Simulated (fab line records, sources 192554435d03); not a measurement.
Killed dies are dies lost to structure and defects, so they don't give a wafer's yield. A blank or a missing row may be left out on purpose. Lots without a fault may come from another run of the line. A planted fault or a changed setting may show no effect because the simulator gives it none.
Which tool did it? | flow n5_finfet | 10 lots, 30 wafers sampled, at 5 steps of a route of 1938

WHAT THE GAUGES READ, wafer by wafer
N5_BEOL_M4_RC_MEAS_101.
lot  | measured     | on        | DIBL_N (mV/V)  | DIBL_P (mV/V)  | IOFF_N (nA/um) | IOFF_P (nA/um) | ION_N (uA/um) | ION_P (uA/um) | RC_DENSE_N (ohm.um) | RC_DENSE_P (ohm.um) | RC_N (ohm.um)  | RC_P (ohm.um)  | SS_N (mV/dec)  | SS_P (mV/dec)  | VT_N (mV)   | VT_P (mV)
L579 | day 9 11:10  | prober-01 | 39.2 37.5 33.2 | 40.5 39.0 32.6 | 0.22 0.17 0.10 | 0.34 0.29 0.18 | 686 677 646   | 483 471 455   | 19.0 19.5 19.2      | 23.7 24.3 23.8      | 15.6 15.8 15.7 | 19.4 19.7 19.3 | 71.1 71.0 69.9 | 74.5 73.9 72.5 | 243 247 255 | -239 -244 -252
L580 | day 9 10:38  | prober-02 | 37.8 42.0 34.8 | 36.2 40.1 33.9 | 0.15 0.27 0.13 | 0.21 0.27 0.18 | 666 682 680   | 459 458 468   | 18.7 19.5 19.0      | 23.6 24.5 24.1      | 15.2 16.1 15.6 | 19.0 20.2 19.6 | 71.6 73.9 71.1 | 72.7 74.7 72.6 | 250 245 252 | -249 -249 -251
L581 | day 10 02:23 | prober-02 | 37.3 33.2 34.2 | 37.3 32.7 34.5 | 0.16 0.11 0.13 | 0.25 0.18 0.20 | 690 685 676   | 480 474 477   | 18.6 18.9 18.7      | 23.0 23.5 23.2      | 15.2 15.5 15.3 | 18.9 19.1 18.9 | 71.2 70.0 70.5 | 73.6 72.5 72.5 | 248 253 251 | -247 -250 -249
L583 | day 9 15:41  | prober-02 | 36.5 34.4 33.4 | 36.7 34.7 32.6 | 0.15 0.12 0.11 | 0.19 0.16 0.14 | 648 662 645   | 445 451 440   | 23.4 23.8 23.1      | 28.7 29.6 28.6      | 18.9 19.4 18.7 | 23.5 23.6 23.1 | 71.6 71.0 70.7 | 73.3 72.7 71.6 | 254 254 257 | -258 -257 -257
L584 | day 10 06:55 | prober-02 | 35.6 37.4 34.8 | 35.6 37.6 36.4 | 0.12 0.16 0.13 | 0.20 0.22 0.21 | 649 647 657   | 460 445 460   | 23.6 23.7 23.8      | 28.9 29.0 29.7      | 19.1 19.2 19.4 | 23.2 23.5 23.9 | 71.6 72.3 70.8 | 72.9 73.5 73.2 | 255 252 253 | -250 -251 -248
L590 | day 11 14:56 | prober-01 | 32.7 36.4 33.4 | 34.8 38.2 34.6 | 0.12 0.18 0.12 | 0.18 0.23 0.18 | 655 670 665   | 459 466 460   | 19.0 18.9 17.9      | 23.5 23.3 22.4      | 15.6 15.3 14.6 | 19.3 19.1 18.2 | 70.9 72.2 71.6 | 72.7 73.1 72.6 | 252 249 253 | -252 -249 -252
L593 | day 12 15:44 | prober-02 | 34.9 36.9 36.8 | 35.8 37.6 38.6 | 0.13 0.18 0.17 | 0.18 0.22 0.24 | 671 673 672   | 456 454 463   | 18.9 19.0 18.1      | 24.0 23.9 23.0      | 15.4 15.6 14.9 | 19.3 19.6 18.7 | 72.0 72.6 71.8 | 73.1 73.7 73.5 | 253 250 249 | -253 -250 -248
L595 | day 13 03:19 | prober-01 | 38.8 35.6 38.5 | 40.6 36.4 40.4 | 0.21 0.15 0.21 | 0.29 0.21 0.30 | 670 656 670   | 462 456 467   | 19.1 19.4 19.0      | 23.6 24.2 23.9      | 15.5 15.9 15.7 | 19.4 19.8 19.5 | 72.3 71.5 72.9 | 74.8 72.8 74.9 | 247 253 245 | -244 -249 -247

WHICH TOOL RAN EACH LOT (tool, then ch and the chambers of the sampled wafers, then the start)
lot  | N5_GATE_CUT_CMP_61           | N5_MOL_CONTACT_COAG_CONTACT_ETCH_14 | N5_MOL_CONTACT_COAG_ETCH_15       | N5_MOL_CONTACT_COAG_IMPLANT_129
L579 | cmp-03 ch 1,2, day 4 20:25   | rie_diel-04 ch 0,3, day 4 21:20     | rie_diel-04 ch 0,3, day 4 21:22   | implanter-02 ch 0, day 4 21:40
L580 | cmp-03 ch 1,2, day 4 22:26   | rie_diel-05 ch 0,1, day 4 23:37     | rie_diel-05 ch 0,1, day 4 23:39   | implanter-02 ch 0, day 4 23:53
L581 | cmp-04 ch 0,2,3, day 5 06:07 | rie_diel-04 ch 1,3, day 5 07:05     | rie_diel-04 ch 1,3, day 5 07:07   | implanter-01 ch 0, day 5 07:22
L582 | cmp-02 ch 1,2, day 5 09:02   | rie_diel-04 ch 0,1,2, day 5 09:54   | rie_diel-04 ch 0,1,2, day 5 09:56 | implanter-02 ch 0, day 5 10:10
L583 | cmp-03 ch 0,2,3, day 5 17:08 | rie_diel-02 ch 1,2,3, day 5 18:06   | rie_diel-02 ch 1,2,3, day 5 18:08 | implanter-02 ch 0, day 5 18:20
L584 | cmp-04 ch 0,3, day 5 19:45   | rie_diel-02 ch 1,2, day 5 20:47     | rie_diel-02 ch 1,2, day 5 20:49   | implanter-02 ch 0, day 5 21:02
L585 | cmp-04 ch 1,2, day 6 04:46   | rie_diel-02 ch 0,3, day 6 06:09     | rie_diel-02 ch 0,3, day 6 06:11   | implanter-02 ch 0, day 6 06:24
L590 | cmp-02 ch 0,3, day 7 12:21   | rie_diel-04 ch 1,2, day 7 13:27     | rie_diel-04 ch 1,2, day 7 13:29   | implanter-01 ch 0, day 7 13:47
L593 | cmp-03 ch 0,1,3, day 8 07:26 | rie_diel-04 ch 1,2,3, day 8 08:22   | rie_diel-04 ch 1,2,3, day 8 08:24 | implanter-01 ch 0, day 8 08:40
L595 | cmp-04 ch 0,1, day 8 13:57   | rie_diel-02 ch 0,2,3, day 8 14:50   | rie_diel-02 ch 0,2,3, day 8 14:52 | implanter-01 ch 0, day 8 15:08
- N5_GATE_CUT_CMP_61: polishes, stops on SiNx, t overpolish 3 s.
- N5_MOL_CONTACT_COAG_CONTACT_ETCH_14: etches SiO2 in C4F6/O2, target depth 27.5 nm, overetch 8.5 nm, time 20 s.
- N5_MOL_CONTACT_COAG_ETCH_15: etches SiNx in CH3F/O2, stops on Si:P, target depth 7 nm.
- N5_MOL_CONTACT_COAG_IMPLANT_129

WHAT THE TOOLS THEMSELVES READ (means of the sampled wafers that have a number; where no wafer has one, the mark that the record gives instead)
N5_GATE_CUT_CMP_61.
lot  | tool   | motor_current_A (A) | slurry_flow_ml_min
L579 | cmp-03 | 12.2                | 149.6
L580 | cmp-03 | 11.9                | 149.6
L581 | cmp-04 | 11.5                | 150.3
L582 | cmp-02 | 12.4                | 150.5
L583 | cmp-03 | 12.9                | 150.1
L584 | cmp-04 | 11.5                | 150.3
L585 | cmp-04 | 12.8                | 150.0
L590 | cmp-02 | 13.4                | 149.9
L593 | cmp-03 | 12.3                | 149.5
L595 | cmp-04 | 11.6                | 149.5

N5_MOL_CONTACT_COAG_CONTACT_ETCH_14.
lot  | tool        | drypump_motor_current_A (A) | mfc_ar_sccm (sccm) | oes_product_au (a.u.) | rf_vpp_V (V) | showerhead_plenum_p_Torr (Torr) | throttle_valve_pct (%)
L579 | rie_diel-04 | 5.7                         | 300.0              | 0.65                  | 695          | 2.92                            | 21.33
L580 | rie_diel-05 | 5.9                         | 300.3              | 0.61                  | 691          | 2.83                            | 21.61
L581 | rie_diel-04 | 5.6                         | 301.1              | 0.62                  | 695          | 2.99                            | 21.64
L582 | rie_diel-04 | 5.7                         | 300.6              | 0.66                  | 691          | 2.86                            | 21.24
L583 | rie_diel-02 | 5.7                         | 300.1              | 0.66                  | 695          | 2.95                            | 21.24
L584 | rie_diel-02 | 6.2                         | 299.3              | 0.69                  | 697          | 3.02                            | 21.25
L585 | rie_diel-02 | 5.2                         | 300.0              | 0.61                  | 691          | 2.81                            | 21.18
L590 | rie_diel-04 | 5.6                         | 299.8              | 0.63                  | 694          | 2.91                            | 21.55
L593 | rie_diel-04 | 5.7                         | 299.0              | 0.62                  | 693          | 2.91                            | 21.53
L595 | rie_diel-02 | 5.7                         | 300.3              | 0.64                  | 693          | 2.87                            | 21.21

N5_MOL_CONTACT_COAG_ETCH_15.
lot  | tool        | drypump_motor_current_A (A) | mfc_ar_sccm (sccm) | oes_product_au (a.u.) | rf_vpp_V (V) | showerhead_plenum_p_Torr (Torr) | throttle_valve_pct (%)
L579 | rie_diel-04 | 5.7                         | 150.2              | 0.55                  | 294          | 2.03                            | 16.42
L580 | rie_diel-05 | 5.9                         | 150.1              | 0.53                  | 303          | 1.96                            | 16.64
L581 | rie_diel-04 | 5.6                         | 149.7              | 0.53                  | 299          | 2.08                            | 16.70
L582 | rie_diel-04 | 5.7                         | 149.6              | 0.57                  | 293          | 1.98                            | 16.29
L583 | rie_diel-02 | 5.7                         | 149.8              | 0.57                  | 303          | 2.05                            | 16.32
L584 | rie_diel-02 | 6.2                         | 149.9              | 0.60                  | 303          | 2.11                            | 16.30
L585 | rie_diel-02 | 5.2                         | 149.9              | 0.52                  | 304          | 1.95                            | 16.32
L590 | rie_diel-04 | 5.6                         | 149.6              | 0.54                  | 298          | 2.02                            | 16.60
L593 | rie_diel-04 | 5.7                         | 149.8              | 0.53                  | 296          | 2.02                            | 16.60
L595 | rie_diel-02 | 5.7                         | 149.6              | 0.54                  | 304          | 1.99                            | 16.32

N5_MOL_CONTACT_COAG_IMPLANT_129.
lot  | tool         | beam_energy_keV | end_station_pressure_torr (Torr)
L579 | implanter-02 | 3.0001          | 6.1e-06
L580 | implanter-02 | 3.0005          | 5.7e-06
L581 | implanter-01 | 3.0008          | 5.8e-06
L582 | implanter-02 | 1.3502          | 1.0e-05
L583 | implanter-02 | 1.3498          | 9.9e-06
L584 | implanter-02 | 1.3501          | 9.8e-06
L585 | implanter-02 | 1.3509          | 1.0e-05
L590 | implanter-01 | 2.9993          | 5.6e-06
L593 | implanter-01 | 2.9990          | 6.0e-06
L595 | implanter-01 | 3.0008          | 6.1e-06

THE ANSWER, worked out from the rows above alone
Rule: what is usual is taken from the lots themselves. Put in order of their means at a reading, lots are off if they are a third of the lots or fewer, leave a main group of 4 or more, and stand apart from it by a gap of 3 or more times the standard deviation of the main group's means; of several such gaps the widest counts. A main group whose means are all the same, to the digits that the tables above print for the reading, isn't used. A lot without any number at a reading at which 4 lots or more have one is off too. The other lots that the step has rows for count as sound. The gauges are gone through in route order, then the tools' own readings, and for those a lot's mean is taken as printed above. The first step at which some lot is off is used, and at that step the reading that is off furthest; a lot without a number counts as furthest.
Off: L583, L584, at N5_BEOL_M4_RC_MEAS_101 (RC_DENSE_N). The main group: mean 18.9 ohm.um, standard deviation 0.25. Neither off nor sound, because the step has no rows for them: L582, L585.
A tool fits if, at a process step before that reading, it ran every lot that is off, and no sound lot after the first of them. The gauges at N5_BEOL_M4_RC_MEAS_101 are tried like those tools. One fits: implanter-02 at N5_MOL_CONTACT_COAG_IMPLANT_129. Its last sound lot is L580 (day 4 23:53), its first lot that is off L583 (day 5 18:20): a fault that began between those two fits.
The tool's own readings at N5_MOL_CONTACT_COAG_IMPLANT_129 bear it out: on the lots that are off they differ by more than 5 times the standard deviation of the sound lots' means. beam_energy_keV reads 1.3500 there against 3.0001 on the sound lots; end_station_pressure_torr reads 9.8e-06 Torr there against 5.9e-06 Torr on the sound lots.

WHAT THE SIMULATOR HAD PUT IN
Process parameter drift: implanter-02, from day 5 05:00 on, at N5_MOL_CONTACT_COAG_IMPLANT_129. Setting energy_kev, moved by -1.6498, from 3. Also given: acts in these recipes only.
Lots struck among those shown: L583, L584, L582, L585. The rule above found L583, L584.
